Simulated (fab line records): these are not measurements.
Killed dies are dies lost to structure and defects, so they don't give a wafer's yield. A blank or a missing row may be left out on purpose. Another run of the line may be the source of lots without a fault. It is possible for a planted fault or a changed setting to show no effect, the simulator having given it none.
Which of the tools did it? -- flow n5 finfet -- 14 lots, 42 wafers sampled, at 2 steps of a route of 1938

== WHAT THE GAUGES READ, wafer by wafer ==
N5_BEOL_M13_OVL_MEAS_29.
lot,measured,on,M13_OVL (nm)
L907,day 10 17:00,overlay-02,1 -4 -14
L908,day 11 05:49,overlay-02,2 4 -2
L909,day 11 06:26,overlay-01,-5 -3 -7
L910,day 12 00:54,overlay-01,4 -4 -3
L913,day 12 19:32,overlay-02,2 1 -6
L917,day 13 18:45,overlay-02,- - -
L916,day 14 00:05,overlay-01,- - -
L920,day 14 17:13,overlay-01,3 5 -3
L923,day 15 16:02,overlay-02,-3 2 1
L924,day 16 02:39,overlay-01,-2 -6 4
L927,day 16 06:44,overlay-02,-3 6 3
L925,day 16 12:41,overlay-02,-6 -1 -2
L926,day 16 17:14,overlay-02,2 -4 -8
L928,day 17 07:13,overlay-02,-1 -2 -1

== WHICH TOOL RAN EACH LOT (tool, then ch and the chambers of the sampled wafers, then the start) ==
lot,N5_BEOL_M13_EXPOSE_25
L907,"krf scanner-02 ch 0, day 10 16:48"
L908,"krf scanner-02 ch 0, day 11 05:38"
L909,"krf scanner-02 ch 0, day 11 06:14"
L910,"krf scanner-02 ch 0, day 12 00:41"
L913,"krf scanner-01 ch 0, day 12 19:20"
L917,"krf scanner-01, day 13 18:32"
L916,"krf scanner-02, day 13 23:53"
L920,"krf scanner-02 ch 0, day 14 17:01"
L923,"krf scanner-02 ch 0, day 15 15:50"
L924,"krf scanner-02 ch 0, day 16 02:28"
L927,"krf scanner-01 ch 0, day 16 06:32"
L925,"krf scanner-01 ch 0, day 16 12:29"
L926,"krf scanner-02 ch 0, day 16 17:02"
L928,"krf scanner-02 ch 0, day 17 07:01"
- N5_BEOL_M13_EXPOSE_25: exposes mask M13, target cd 210 nm.

== WHAT THE TOOLS THEMSELVES READ (means of the sampled wafers that have a number; where no wafer has one, the mark that the record gives instead) ==
N5_BEOL_M13_EXPOSE_25.
lot,tool,exposure dose mJ cm2,focus offset nm (nm)
L907,krf scanner-02,21.963,-0.1
L908,krf scanner-02,21.970,-0.1
L909,krf scanner-02,21.985,-0.2
L910,krf scanner-02,21.961,0.4
L913,krf scanner-01,22.001,-0.3
L917,krf scanner-01,-,-
L916,krf scanner-02,-,-
L920,krf scanner-02,21.981,0.2
L923,krf scanner-02,21.942,-0.5
L924,krf scanner-02,21.984,0.4
L927,krf scanner-01,21.974,-0.2
L925,krf scanner-01,21.996,0.0
L926,krf scanner-02,21.955,0.5
L928,krf scanner-02,21.958,0.2

== THE ANSWER, worked out from the rows above alone ==
Rule: the lots themselves supply what counts as usual. Put in order of their means at a reading, lots are off if they are a third of the lots or fewer, leave a main group of 4 or more, and stand apart from it by a gap of 3 or more times the standard deviation of the main group's means; of several such gaps the widest counts. Not used: any main group whose means are identical at the precision the tables above print for the reading. Also off: a lot with no number at a reading for which 4 or more lots have one. All remaining lots with rows at the step are treated as sound. First the gauges in route order, then the tools' own readings, where a lot's mean is used as printed above. At the first step where some lot is off, the reading lying furthest off is the one used; lots without a number count as furthest.
Off: L917, L916, seen at N5_BEOL_M13_OVL_MEAS_29 (M13_OVL). Without a number there: L917, L916. Mean -1 nm and standard deviation 2.4 in the main group.
If a tool, at a process step before that reading, ran all the lots that are off and no sound lot after the first of them, it fits. Not tried: the gauges at N5_BEOL_M13_OVL_MEAS_29; whatever is off there is also off at N5_BEOL_M13_EXPOSE_25, on other tools, and gauge error can't account for it. Not one of the candidates tried fits.

== WHAT WAS PUT IN BY THE SIMULATOR ==
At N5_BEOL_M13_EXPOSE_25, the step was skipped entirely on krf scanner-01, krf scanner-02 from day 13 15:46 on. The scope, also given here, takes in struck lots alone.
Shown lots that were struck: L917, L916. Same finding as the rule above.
